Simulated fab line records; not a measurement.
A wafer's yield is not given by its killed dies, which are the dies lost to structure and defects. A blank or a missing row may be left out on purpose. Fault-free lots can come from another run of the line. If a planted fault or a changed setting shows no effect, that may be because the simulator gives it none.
Matching of chambers + flow n5_finfet + N5_HKMG_FIN_DESCUM_53 on rie_diel-04 has 4 sister chambers
The step chemistry O2, time 7.9 s. 7 wafers are shown with their chamber, then 8 later ones without.

WAFERS PAIRED WITH THEIR CHAMBERS
| wafer  | chamber | showerhead_plenum_p_Torr (Torr) | drypump_motor_current_A (A) |
|--------|---------|---------------------------------|-----------------------------|
| L077.2 | 1       | 2.00                            | 5.4                         |
| L082.1 | 0       | 2.03                            | 5.5                         |
| L082.6 | 3       | 2.15                            | 4.9                         |
| L085.1 | 3       | 2.15                            | 4.9                         |
| L085.3 | 1       | 1.99                            | 5.3                         |
| L085.6 | 2       | 2.04                            | 5.3                         |
| L088.1 | 2       | 2.03                            | 5.3                         |

WAFERS WITH NO CHAMBER GIVEN
| wafer  | showerhead_plenum_p_Torr (Torr) | drypump_motor_current_A (A) |
|--------|---------------------------------|-----------------------------|
| L088.3 | 2.15                            | 4.9                         |
| L088.6 | 2.15                            | 4.9                         |
| L091.4 | 2.15                            | 4.9                         |
| L091.5 | 2.03                            | 5.3                         |
| L091.6 | 2.03                            | 5.5                         |
| L092.2 | 2.03                            | 5.3                         |
| L092.3 | 2.15                            | 4.8                         |
| L092.5 | 2.25                            | 5.3                         |

WHICH CHAMBER EACH WENT THROUGH
| wafer  | from the rows above | in truth                   |
|--------|---------------------|----------------------------|
| L088.3 | 3                   | 3                          |
| L088.6 | 3                   | 3                          |
| L091.4 | 3                   | 3                          |
| L091.5 | 2                   | 2                          |
| L091.6 | 0                   | 0                          |
| L092.2 | 2                   | 2                          |
| L092.3 | 3                   | 3                          |
| L092.5 | 3                   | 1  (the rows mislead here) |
Correctly placed: 7 of 8. Number that these rows cannot place: 0. Number placed wrongly: 1.
How it was worked out, from the rows above alone: a wafer's distance from a chamber is the root of the sum, over the readings, of the square of ((its reading less the chamber's mean) divided by the reading's scatter). If the next closest chamber is less than 2 further off than the closest, the wafer can't be placed; otherwise it belongs to the closest. The mean given for a chamber averages the wafers shown for that chamber. The scatter: the root of (the sum of the squares of (reading less its chamber's mean) over the shown wafers, divided by (wafers less chambers)).
